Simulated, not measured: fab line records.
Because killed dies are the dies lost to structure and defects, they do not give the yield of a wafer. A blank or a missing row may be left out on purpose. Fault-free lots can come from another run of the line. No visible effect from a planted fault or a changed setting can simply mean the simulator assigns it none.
Problem report, 8D (eight disciplines) form, completed by code | flow n5-finfet | the parts of the form that need people (team, actions taken, sign-off) are left out
Where a reading is given only as a bound, like >300, the bound stands for it, and a mean or a difference that rests on one is marked > or <: the true number lies beyond.

1. PROBLEM STATEMENT
Wafers without a fault read 146, standard deviation 38; raw-defect-count at N5_SPACER0_INSPECT_04 reads a mean of 424 on 6 wafers belonging to 2 lots. That puts it +7.3 standard deviations away from the usual mean.
The step: inspects for defects (darkfield).
First seen on wafer L700.1, day 5 09:27, on defect-inspect-01. The record holds 24 wafers of 8 lots with a number at this step. Rule for "out", or "out of limits": more than 4 standard deviations from the usual mean. Any other wafer with a number is counted as sound.

2. WHAT THIS IS AND IS NOT
question                    | is                                   | is not
which readings at this step | raw-defect-count                     | -
which lots                  | L700, L702                           | L695, L705, L707, L708, L710, L714
which wafers of those lots  | all that have a number               | -
read on which gauges        | defect-inspect-01, defect-inspect-02 | -
when                        | from day 5 09:27                     | up to then (3 sound wafers); but 15 sound wafers of L705, L707, L708, L710, L714 came after

3. WHAT RULES OUT EACH SUSPECT
Counting: any tool at a process step up to the reading is kept as a suspect provided that every lot that is out went through it and no sound lot did after the first of them.
- ruled out: the gauge at N5_SPACER0_INSPECT_04. Those wafers that are out were read across 2 gauges (defect-inspect-01, defect-inspect-02).
- ald-sin-02 at N5_SPACER0_ALD_08 (deposits SiNx, target thk 2 nm): ruled out as a lasting fault. Following L700 (day 5 09:17), the first lot on it that is out, the sound lots L714, L708 were run on it.
Left after counting: nothing in the record.

4. THE CAUSE (what the simulator had put in)
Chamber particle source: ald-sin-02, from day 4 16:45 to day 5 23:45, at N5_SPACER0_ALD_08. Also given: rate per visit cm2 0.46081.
Counting ruled it out, wrongly: the rule takes a fault to strike every lot that its tool runs from its start on, and this one did not.

5. THE EFFECT CHAIN, in route order
One row per reading whose mean, taken over the struck wafers that have a number, lies over 3 standard deviations from the usual. Scope: only readings with a usual standard deviation given in the record; hours: median across lots of the time from each lot's start at the first step in this table that gives one to its start at this step; sigmas: change in usual standard deviations.
hours | step                    | reading              | usual  | on struck wafers | change | sigmas
0     | N5_SPACER0_INSPECT_04   | raw-defect-count     | 146    | 424              | +278   | +7.3
0     | N5_SD_EPI_N_INSPECT_11  | raw-defect-count     | 2.2    | >288             | >+286  | +99 or more
5     | N5_SD_EPI_N_INSPECT_26  | raw-defect-count     | 221    | 489              | +268   | +5.7
11    | N5_SD_EPI_P_INSPECT_26  | raw-defect-count     | 188    | 477              | +289   | +6.0
237   | N5_PASSIVATION_PROBE_49 | defect-limited-yield | 91.0 % | 84.7             | -6.3   | -4.2
237   | N5_PASSIVATION_PROBE_49 | killed-at-front-end  | 40     | 128              | +88    | +7.3
237   | N5_PASSIVATION_PROBE_49 | killed-dies          | 106    | 181              | +75    | +4.2
237   | N5_PASSIVATION_PROBE_49 | sort_bin_5_function  | 5.2 %  | 9.8              | +4.6   | +4.7
237   | N5_PASSIVATION_PROBE_49 | sort-n-pass          | 1074   | 999              | -75    | -4.2
237   | N5_PASSIVATION_PROBE_49 | sort-yield-pct       | 91.0 % | 84.7             | -6.3   | -4.2
It contains these process steps:
- N5_PASSIVATION_PROBE_49
At these later measuring or inspecting steps, every struck wafer for which the step has a row has a number for every such reading, and none has moved that far: N5_BEOL_M4_RC_MEAS_101.

6. HOW IT WOULD HAVE BEEN CAUGHT EARLIER
Counted from the fault's start at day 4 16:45, it took 17 hours until the first out-of-limits reading at a measuring or inspecting step in this record, taken at day 5 09:27.
An alarm limit of 4 standard deviations would not have fired on the tool readings at N5_SPACER0_ALD_08 for which the record gives a usual standard deviation, since none of them was out on any struck wafer.
